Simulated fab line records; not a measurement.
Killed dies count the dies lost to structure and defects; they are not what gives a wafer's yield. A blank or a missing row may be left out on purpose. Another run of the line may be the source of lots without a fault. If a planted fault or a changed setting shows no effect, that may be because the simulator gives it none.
Matching of chambers ; flow n5_finfet ; N5_BEOL_M0_CUTY_ETCH_62 on rie_diel-06 has 4 sister chambers
The step etches SiARC in CF4, time 58.5 s. 18 wafers are shown with their chamber, then 9 later ones without.

WAFERS, EACH WITH ITS CHAMBER
wafer;chamber;showerhead_plenum_p_Torr (Torr);drypump_motor_current_A (A);throttle_valve_pct (%)
L076.1;2;2.29;5.1;15.45
L076.3;0;2.11;6.3;16.01
L076.5;3;2.16;5.9;15.53
L077.1;2;2.29;5.1;15.45
L077.3;3;2.16;5.9;15.54
L077.6;0;2.11;6.2;16.04
L078.1;2;2.29;5.1;15.47
L078.3;0;2.11;6.2;16.04
L078.6;0;2.11;6.2;16.04
L079.1;2;2.29;5.1;15.48
L079.3;0;2.11;6.3;16.03
L079.6;1;2.12;4.8;15.77
L081.2;2;2.29;5.1;15.49
L081.3;3;2.16;5.9;15.55
L081.5;2;2.29;5.1;15.50
L084.2;2;2.28;5.1;15.48
L084.3;3;2.16;5.9;15.55
L084.5;0;2.11;6.2;16.06

SIGNATURES (means of the wafers above)
reading;chamber 0;chamber 1;chamber 2;chamber 3;scatter within a chamber
showerhead_plenum_p_Torr;2.1100;2.1200;2.2886;2.1600;0.00247
drypump_motor_current_A;6.233;4.800;5.100;5.900;0.0309
throttle_valve_pct;16.0367;15.7700;15.4743;15.5425;0.0164
Rule: distance of a wafer from a chamber = root of the sum over the readings of ((wafer's reading minus chamber's mean) / reading's scatter) squared. The wafer belongs to the nearest chamber; if the next one is less than 2 further off, it can't be placed. The scatter: take each reading less its chamber's mean, square it, sum over the shown wafers, divide by the number of wafers less the number of chambers, and take the root.

WAFERS WHOSE CHAMBER IS MISSING
wafer;showerhead_plenum_p_Torr (Torr);drypump_motor_current_A (A);throttle_valve_pct (%)
L090.1;2.28;5.1;15.51
L090.2;2.15;5.9;15.60
L090.5;2.15;5.9;15.60
L093.2;2.11;4.8;15.84
L093.4;2.27;5.1;15.55
L093.5;2.10;6.2;15.57
L094.1;2.11;4.8;15.85
L094.4;2.10;6.3;15.56
L094.6;2.11;4.8;15.84

EACH ONE'S CHAMBER
wafer;from the rows above;in truth
L090.1;2;2
L090.2;3;3
L090.5;3;3
L093.2;1;1
L093.4;2;2
L093.5;3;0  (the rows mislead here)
L094.1;1;1
L094.4;can't be placed: 3 or 0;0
L094.6;1;1
Placed correctly: 7 of 9. These rows do not allow placing 1 (true chamber among the candidates in 1). Number placed wrongly: 1.
